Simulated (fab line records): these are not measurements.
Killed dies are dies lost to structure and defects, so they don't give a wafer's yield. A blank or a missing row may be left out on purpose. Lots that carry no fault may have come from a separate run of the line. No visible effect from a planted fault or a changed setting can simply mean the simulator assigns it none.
Which tool did it? ; flow nand-harc ; 13 lots, 39 wafers sampled, at 5 steps of a route of 1302

WHAT THE GAUGES READ, wafer by wafer
NHARC_P_ZERO_WELL_CD_MEAS_11 targets a cd of 500 nm.
lot;measured;on;cd-nm (nm)
L973;day 1 21:15;cd-sem-01;504.1 505.6 503.2
L975;day 2 17:15;cd-sem-02;503.4 503.8 500.9
L978;day 3 23:08;cd-sem-02;501.6 499.1 497.5
L979;day 4 09:15;cd-sem-02;502.7 502.8 503.0
L984;day 6 11:07;cd-sem-03;498.0 505.4 501.6
L985;day 6 21:07;cd-sem-03;499.5 505.8 503.6
L989;day 8 13:16;cd-sem-02;503.1 505.3 497.8
L991;day 9 09:14;cd-sem-01;500.0 501.4 503.7
L992;day 9 19:07;cd-sem-02;503.5 504.0 498.0
L993;day 10 05:07;cd-sem-03;499.5 499.1 495.3
L994;day 10 15:08;cd-sem-01;502.7 502.4 502.6
L995;day 11 01:11;cd-sem-01;503.4 503.2 498.6
L996;day 11 11:14;cd-sem-03;503.3 502.1 500.6

NHARC_P_GATE_OVL_MEAS_27.
lot;measured;on;overlay-x-nm (nm);overlay-y-nm (nm)
L973;day 5 07:34;overlay-02;0.8 0.2 0.1;0.7 1.2 0.8
L975;day 5 18:38;overlay-02;0.4 -0.3 0.1;0.6 0.7 0.4
L978;day 6 22:25;overlay-02;-1.0 -1.3 -1.4;-0.5 -0.6 -0.3
L979;day 7 15:22;overlay-01;-1.1 -0.9 -0.9;0.5 0.3 0.1
L984;day 9 18:08;overlay-01;-1.1 -1.1 -1.2;0.1 -0.1 0.7
L985;day 9 23:07;overlay-01;1.2 1.3 1.5;1.3 1.4 1.4
L989;day 11 20:13;overlay-02;-0.4 -0.4 0.6;-1.4 -1.8 -1.5
L991;day 12 20:37;overlay-01;-0.7 -0.3 -0.4;-1.2 -0.7 -1.1
L992;day 13 03:50;overlay-01;-0.3 -0.3 -0.3;-0.3 0.4 0.2
L993;day 13 08:15;overlay-02;0.0 0.7 0.1;0.7 0.4 -0.2
L994;day 13 20:53;overlay-01;0.6 0.3 0.7;-0.7 -0.5 -0.4
L995;day 13 20:44;overlay-02;-0.3 -0.3 0.0;0.5 0.1 0.1
L996;day 14 13:59;overlay-01;0.2 0.2 0.6;0.8 0.8 0.8

NHARC_END_SORT_01.
lot;measured;on;killed-at-array;killed-at-other;killed-at-periphery;killed-dies;killed-open;killed-short
L984;day 28 19:32;prober-01;42 56 55;0 0 0;5 6 3;47 62 58;4 5 8;1 3 5

WHAT TOOL EACH LOT RAN ON (gives the tool, then ch and the chambers of the sampled wafers, and finally the start)
lot;NHARC_P_ZERO_WELL_ETCH_65;NHARC_P_ZERO_WELL_PEB_35
L973;rie-diel-11 ch 0,1,3, day 1 21:30;litho-track-02 ch 0, day 2 00:34
L975;rie-diel-06 ch 0,3, day 2 17:29;litho-track-02 ch 0, day 2 20:04
L978;rie-diel-06 ch 0,2, day 3 23:23;litho-track-07 ch 0, day 4 02:10
L979;rie-diel-01 ch 0,1,3, day 4 09:29;litho-track-03 ch 0, day 4 12:07
L984;rie-diel-01 ch 0,3, day 6 11:31;litho-track-02 ch 0, day 6 14:10
L985;rie-diel-01 ch 0,1,3, day 6 21:34;litho-track-02 ch 0, day 7 00:13
L989;rie-diel-01 ch 0,1,2, day 8 13:31;litho-track-07 ch 0, day 8 15:55
L991;rie-diel-06 ch 0,1, day 9 09:30;litho-track-07 ch 0, day 9 12:09
L992;rie-diel-11 ch 1,2,3, day 10 00:51;litho-track-07 ch 0, day 10 03:29
L993;rie-diel-01 ch 0,2,3, day 10 05:22;litho-track-02 ch 0, day 10 08:00
L994;rie-diel-11 ch 1,2,3, day 10 15:22;litho-track-03 ch 0, day 10 18:00
L995;rie-diel-01 ch 1,2,3, day 11 01:26;litho-track-07 ch 0, day 11 04:07
L996;rie-diel-01 ch 0,1,2, day 11 11:29;litho-track-02 ch 0, day 11 14:07
- NHARC_P_ZERO_WELL_ETCH_65: etches the open film in N2/H2, target depth 80 nm, overetch 24 nm, time 87.88 s.
- NHARC_P_ZERO_WELL_PEB_35: peb time 85 s.

AS READ BY THE TOOLS THEMSELVES (means over the sampled wafers that have a number; for cases with no such wafer, the mark the record gives instead)
NHARC_P_ZERO_WELL_ETCH_65.
lot;tool;drypump-motor-current-A (A);n2-flow-sccm (sccm);oes-product-au (a.u.);rf-vpp-V (V);showerhead-plenum-p-Torr (Torr);throttle-valve-pct (%)
L973;rie-diel-11;5.0;149.9;1.003;429.3;2.00;14.173
L975;rie-diel-06;5.7;149.8;0.990;428.2;1.94;14.170
L978;rie-diel-06;5.6;150.2;1.014;429.4;2.01;14.178
L979;rie-diel-01;5.6;150.0;0.986;431.2;2.04;14.171
L984;rie-diel-01;5.8;149.9;0.996;432.7;2.12;14.164
L985;rie-diel-01;5.6;149.6;0.986;430.3;2.03;14.169
L989;rie-diel-01;5.9;149.7;0.990;431.1;2.08;14.166
L991;rie-diel-06;5.8;149.9;0.993;426.5;1.92;14.170
L992;rie-diel-11;5.5;149.4;0.994;428.9;1.99;14.174
L993;rie-diel-01;6.1;150.0;0.994;433.1;2.13;14.170
L994;rie-diel-11;5.5;149.8;0.997;428.5;1.99;14.173
L995;rie-diel-01;5.9;149.8;0.994;431.3;2.04;14.183
L996;rie-diel-01;6.0;149.7;0.989;430.8;2.07;14.177

NHARC_P_ZERO_WELL_PEB_35.
lot;tool;heater-power-total-W (W);plate-temp-C (C)
L973;litho-track-02;164.17;118.03
L975;litho-track-02;163.91;117.90
L978;litho-track-07;163.75;118.19
L979;litho-track-03;163.85;118.11
L984;litho-track-02;161.31;116.52
L985;litho-track-02;161.36;116.73
L989;litho-track-07;163.99;118.10
L991;litho-track-07;163.87;117.99
L992;litho-track-07;163.87;118.19
L993;litho-track-02;163.70;118.01
L994;litho-track-03;164.11;117.95
L995;litho-track-07;163.99;117.95
L996;litho-track-02;163.72;118.01

THE ANSWER, worked out from the rows above alone
Rule: the lots themselves supply what counts as usual. Put in order of their means at a reading, lots are off if they are a third of the lots or fewer, leave a main group of 4 or more, and stand apart from it by a gap of 3 or more times the standard deviation of the main group's means; of several such gaps the widest counts. If all means in a main group match to the digits the tables above print for the reading, that group is not used. Also off: a lot with no number at a reading for which 4 or more lots have one. The other lots that the step has rows for count as sound. Order of review: gauges by route order, followed by the tools' own readings, for which a lot's mean as printed above is used. At the first step where some lot is off, the reading lying furthest off is the one used; lots without a number count as furthest.
Off: L984, L985 (NHARC_P_ZERO_WELL_PEB_35, heater-power-total-W). The main group has a mean of 163.90 W with a standard deviation of 0.15.
A tool fits if, at that step or a process step before it, it ran every lot that is off, and no sound lot after the first of them. None of those tried fits.

WHAT THE SIMULATOR HAD INSERTED
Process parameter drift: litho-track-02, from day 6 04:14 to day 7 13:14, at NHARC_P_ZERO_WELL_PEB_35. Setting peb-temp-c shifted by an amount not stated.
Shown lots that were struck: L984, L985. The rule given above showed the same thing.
